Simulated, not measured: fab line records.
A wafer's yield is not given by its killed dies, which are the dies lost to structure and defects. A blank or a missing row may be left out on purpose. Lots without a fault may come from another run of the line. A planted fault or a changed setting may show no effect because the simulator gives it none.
Which tool is to blame? :: flow nand-harc :: 42 wafers from 14 lots sampled at 4 of the route's 1159 steps

== WHAT THE GAUGES SHOWED, per wafer ==
NHARC_P_ZERO_WELL_CD_MEAS_11: target cd 500 nm.
lot: L569
measured: day 1 13:07
on: cd-sem-02
cd-nm (nm): 498.8 493.3 497.8

lot: L570
measured: day 1 19:31
on: cd-sem-01
cd-nm (nm): 498.4 499.4 500.0

lot: L572
measured: day 2 07:14
on: cd-sem-01
cd-nm (nm): 504.3 502.5 499.4

lot: L574
measured: day 2 19:15
on: cd-sem-01
cd-nm (nm): 498.7 495.8 501.0

lot: L575
measured: day 3 01:07
on: cd-sem-01
cd-nm (nm): 500.3 497.8 496.1

lot: L576
measured: day 3 07:14
on: cd-sem-01
cd-nm (nm): 505.8 502.7 502.4

lot: L577
measured: day 3 13:16
on: cd-sem-03
cd-nm (nm): 501.1 502.2 502.0

lot: L578
measured: day 3 19:07
on: cd-sem-02
cd-nm (nm): 499.8 494.8 500.7

lot: L583
measured: day 5 01:14
on: cd-sem-02
cd-nm (nm): 578.1 577.7 577.0

lot: L584
measured: day 5 07:07
on: cd-sem-01
cd-nm (nm): 564.4 568.7 568.4

lot: L586
measured: day 5 19:12
on: cd-sem-01
cd-nm (nm): 504.2 499.8 499.9

lot: L587
measured: day 6 01:07
on: cd-sem-01
cd-nm (nm): 498.5 495.9 498.0

lot: L588
measured: day 6 07:14
on: cd-sem-01
cd-nm (nm): 494.6 497.5 499.1

lot: L592
measured: day 7 07:15
on: cd-sem-02
cd-nm (nm): 494.7 498.6 501.7

NHARC_P_STI_CD_MEAS_09: target cd 200 nm.
lot: L569
measured: day 2 14:20
on: cd-sem-01
cd-nm (nm): 196 195 197

lot: L570
measured: day 2 14:30
on: cd-sem-03
cd-nm (nm): 200 203 198

lot: L572
measured: day 3 05:24
on: cd-sem-01
cd-nm (nm): 197 198 208

lot: L574
measured: day 3 17:02
on: cd-sem-03
cd-nm (nm): 196 201 198

lot: L575
measured: day 3 22:42
on: cd-sem-01
cd-nm (nm): 200 195 199

lot: L576
measured: day 4 06:50
on: cd-sem-03
cd-nm (nm): 204 201 201

lot: L577
measured: day 4 14:50
on: cd-sem-02
cd-nm (nm): 198 202 197

lot: L578
measured: day 4 14:51
on: cd-sem-01
cd-nm (nm): 200 196 196

lot: L583
measured: day 6 00:15
on: cd-sem-01
cd-nm (nm): 193 200 200

lot: L584
measured: day 6 09:43
on: cd-sem-01
cd-nm (nm): 202 198 201

lot: L586
measured: day 6 17:11
on: cd-sem-03
cd-nm (nm): 197 202 202

lot: L587
measured: day 6 22:58
on: cd-sem-03
cd-nm (nm): 198 207 204

lot: L588
measured: day 7 04:55
on: cd-sem-01
cd-nm (nm): 194 192 198

lot: L592
measured: day 8 06:37
on: cd-sem-03
cd-nm (nm): 202 202 199

== EACH LOT AND THE TOOL THAT RAN IT (in order: tool; ch and the chambers of the sampled wafers; start) ==
lot: L569
NHARC_P_ZERO_WELL_EXPOSE_08: krf-scanner-04 ch 0, day 1 12:58
NHARC_P_ZERO_WELL_ETCH_63: rie-si-01 ch 1,2,3, day 1 13:34

lot: L570
NHARC_P_ZERO_WELL_EXPOSE_08: krf-scanner-04 ch 0, day 1 19:22
NHARC_P_ZERO_WELL_ETCH_63: rie-si-01 ch 0,1,3, day 1 19:59

lot: L572
NHARC_P_ZERO_WELL_EXPOSE_08: krf-scanner-04 ch 0, day 2 07:05
NHARC_P_ZERO_WELL_ETCH_63: rie-si-04 ch 0,1,2, day 2 07:40

lot: L574
NHARC_P_ZERO_WELL_EXPOSE_08: krf-scanner-01 ch 0, day 2 19:05
NHARC_P_ZERO_WELL_ETCH_63: rie-si-06 ch 0,1, day 2 19:41

lot: L575
NHARC_P_ZERO_WELL_EXPOSE_08: krf-scanner-01 ch 0, day 3 00:58
NHARC_P_ZERO_WELL_ETCH_63: rie-si-01 ch 1,2,3, day 3 01:34

lot: L576
NHARC_P_ZERO_WELL_EXPOSE_08: krf-scanner-04 ch 0, day 3 07:05
NHARC_P_ZERO_WELL_ETCH_63: rie-si-01 ch 0,1,3, day 3 07:40

lot: L577
NHARC_P_ZERO_WELL_EXPOSE_08: krf-scanner-02 ch 0, day 3 13:06
NHARC_P_ZERO_WELL_ETCH_63: rie-si-04 ch 0,1,2, day 3 13:41

lot: L578
NHARC_P_ZERO_WELL_EXPOSE_08: krf-scanner-02 ch 0, day 3 18:58
NHARC_P_ZERO_WELL_ETCH_63: rie-si-06 ch 2,3, day 3 19:32

lot: L583
NHARC_P_ZERO_WELL_EXPOSE_08: krf-scanner-04 ch 0, day 5 01:05
NHARC_P_ZERO_WELL_ETCH_63: rie-si-06 ch 0,2,3, day 5 01:42

lot: L584
NHARC_P_ZERO_WELL_EXPOSE_08: krf-scanner-04 ch 0, day 5 06:58
NHARC_P_ZERO_WELL_ETCH_63: rie-si-06 ch 1,2,3, day 5 07:32

lot: L586
NHARC_P_ZERO_WELL_EXPOSE_08: krf-scanner-02 ch 0, day 5 19:03
NHARC_P_ZERO_WELL_ETCH_63: rie-si-06 ch 0,2,3, day 5 19:37

lot: L587
NHARC_P_ZERO_WELL_EXPOSE_08: krf-scanner-02 ch 0, day 6 00:58
NHARC_P_ZERO_WELL_ETCH_63: rie-si-01 ch 0,1, day 6 01:32

lot: L588
NHARC_P_ZERO_WELL_EXPOSE_08: krf-scanner-01 ch 0, day 6 07:05
NHARC_P_ZERO_WELL_ETCH_63: rie-si-06 ch 1,2,3, day 6 07:41

lot: L592
NHARC_P_ZERO_WELL_EXPOSE_08: krf-scanner-02 ch 0, day 7 07:06
NHARC_P_ZERO_WELL_ETCH_63: rie-si-01 ch 0,2,3, day 7 07:40
- NHARC_P_ZERO_WELL_EXPOSE_08: exposes mask P ZERO, target cd 500 nm.
- NHARC_P_ZERO_WELL_ETCH_63: etches the open film in HBr/Cl2, target depth 120 nm, time 40.1 s.

== WHAT THE TOOLS THEMSELVES READ (means of the sampled wafers that have a number; where no wafer has one, the mark that the record gives instead) ==
NHARC_P_ZERO_WELL_EXPOSE_08.
lot: L569
tool: krf-scanner-04
exposure-dose-mJ-cm2: 33.81

lot: L570
tool: krf-scanner-04
exposure-dose-mJ-cm2: 33.80

lot: L572
tool: krf-scanner-04
exposure-dose-mJ-cm2: 33.82

lot: L574
tool: krf-scanner-01
exposure-dose-mJ-cm2: 33.77

lot: L575
tool: krf-scanner-01
exposure-dose-mJ-cm2: 33.83

lot: L576
tool: krf-scanner-04
exposure-dose-mJ-cm2: 33.80

lot: L577
tool: krf-scanner-02
exposure-dose-mJ-cm2: 33.76

lot: L578
tool: krf-scanner-02
exposure-dose-mJ-cm2: 33.75

lot: L583
tool: krf-scanner-04
exposure-dose-mJ-cm2: 51.47

lot: L584
tool: krf-scanner-04
exposure-dose-mJ-cm2: 48.08

lot: L586
tool: krf-scanner-02
exposure-dose-mJ-cm2: 33.74

lot: L587
tool: krf-scanner-02
exposure-dose-mJ-cm2: 33.73

lot: L588
tool: krf-scanner-01
exposure-dose-mJ-cm2: 33.78

lot: L592
tool: krf-scanner-02
exposure-dose-mJ-cm2: 33.77

NHARC_P_ZERO_WELL_ETCH_63.
lot: L569
tool: rie-si-01
bias-w (W): 100.1
chamber-pressure-mTorr (mTorr): 14.996
drypump-motor-current-A (A): 5.5
oes-product-au (a.u.): 1.007
throttle-valve-pct (%): 26.412

lot: L570
tool: rie-si-01
bias-w (W): 100.0
chamber-pressure-mTorr (mTorr): 15.010
drypump-motor-current-A (A): 5.6
oes-product-au (a.u.): 1.000
throttle-valve-pct (%): 26.416

lot: L572
tool: rie-si-04
bias-w (W): 100.0
chamber-pressure-mTorr (mTorr): 15.001
drypump-motor-current-A (A): 5.8
oes-product-au (a.u.): 0.995
throttle-valve-pct (%): 26.407

lot: L574
tool: rie-si-06
bias-w (W): 100.3
chamber-pressure-mTorr (mTorr): 14.999
drypump-motor-current-A (A): 6.0
oes-product-au (a.u.): 1.000
throttle-valve-pct (%): 26.404

lot: L575
tool: rie-si-01
bias-w (W): 100.1
chamber-pressure-mTorr (mTorr): 15.009
drypump-motor-current-A (A): 5.5
oes-product-au (a.u.): 0.991
throttle-valve-pct (%): 26.410

lot: L576
tool: rie-si-01
bias-w (W): 100.2
chamber-pressure-mTorr (mTorr): 14.997
drypump-motor-current-A (A): 5.6
oes-product-au (a.u.): 0.995
throttle-valve-pct (%): 26.398

lot: L577
tool: rie-si-04
bias-w (W): 100.0
chamber-pressure-mTorr (mTorr): 14.999
drypump-motor-current-A (A): 5.8
oes-product-au (a.u.): 0.984
throttle-valve-pct (%): 26.397

lot: L578
tool: rie-si-06
bias-w (W): 100.2
chamber-pressure-mTorr (mTorr): 14.997
drypump-motor-current-A (A): 5.5
oes-product-au (a.u.): 0.988
throttle-valve-pct (%): 26.410

lot: L583
tool: rie-si-06
bias-w (W): 100.0
chamber-pressure-mTorr (mTorr): 14.998
drypump-motor-current-A (A): 5.8
oes-product-au (a.u.): 0.993
throttle-valve-pct (%): 26.403

lot: L584
tool: rie-si-06
bias-w (W): 99.9
chamber-pressure-mTorr (mTorr): 15.003
drypump-motor-current-A (A): 5.7
oes-product-au (a.u.): 0.995
throttle-valve-pct (%): 26.406

lot: L586
tool: rie-si-06
bias-w (W): 100.2
chamber-pressure-mTorr (mTorr): 15.001
drypump-motor-current-A (A): 5.8
oes-product-au (a.u.): 0.996
throttle-valve-pct (%): 26.400

lot: L587
tool: rie-si-01
bias-w (W): 99.8
chamber-pressure-mTorr (mTorr): 15.017
drypump-motor-current-A (A): 5.6
oes-product-au (a.u.): 0.994
throttle-valve-pct (%): 26.410

lot: L588
tool: rie-si-06
bias-w (W): 99.6
chamber-pressure-mTorr (mTorr): 15.006
drypump-motor-current-A (A): 5.7
oes-product-au (a.u.): 1.004
throttle-valve-pct (%): 26.409

lot: L592
tool: rie-si-01
bias-w (W): 100.0
chamber-pressure-mTorr (mTorr): 15.000
drypump-motor-current-A (A): 5.5
oes-product-au (a.u.): 1.004
throttle-valve-pct (%): 26.409

== THE ANSWER, worked out from the rows above alone ==
Rule: usual is defined by the lots themselves. The widest of any qualifying gaps counts: lots, ordered by their means at a reading, are off when they make up no more than a third of the lots, leave a main group of 4 or more, and stand apart from it by 3 or more times the standard deviation of that group's means. If all means in a main group match to the digits the tables above print for the reading, that group is not used. Also off: a lot with no number at a reading for which 4 or more lots have one. The other lots that the step has rows for count as sound. After the gauges, taken in route order, come the tools' own readings; for these a lot's mean is taken, as printed above. At the first step where some lot is off, the reading lying furthest off is the one used; lots without a number count as furthest.
Off, at NHARC_P_ZERO_WELL_CD_MEAS_11 on cd-nm: L583, L584. For the main group the mean is 499.4 nm and the standard deviation 2.2.
If a tool, at a process step before that reading, ran all the lots that are off and no sound lot after the first of them, it fits. Not tried: the gauges at NHARC_P_ZERO_WELL_CD_MEAS_11; whatever is off there is also off at NHARC_P_ZERO_WELL_EXPOSE_08, on other tools, and gauge error can't account for it. One fits: NHARC_P_ZERO_WELL_EXPOSE_08 on krf-scanner-04. Its last sound lot is L576 (day 3 07:05), its first lot that is off L583 (day 5 01:05): a fault that began between those two fits.
On the lots that are off, the tool's own readings at NHARC_P_ZERO_WELL_EXPOSE_08 differ by more than 5 times the standard deviation of the sound lots' means, which bears it out; exposure-dose-mJ-cm2 reads 49.77 there versus 33.78 on the sound lots.

== WHAT THE SIMULATOR PUT IN ==
Process parameters drifting: krf-scanner-04 at NHARC_P_ZERO_WELL_EXPOSE_08, beginning at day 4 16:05. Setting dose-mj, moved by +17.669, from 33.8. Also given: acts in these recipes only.
Lots struck among those shown: L583, L584. This agrees with what the rule above found.
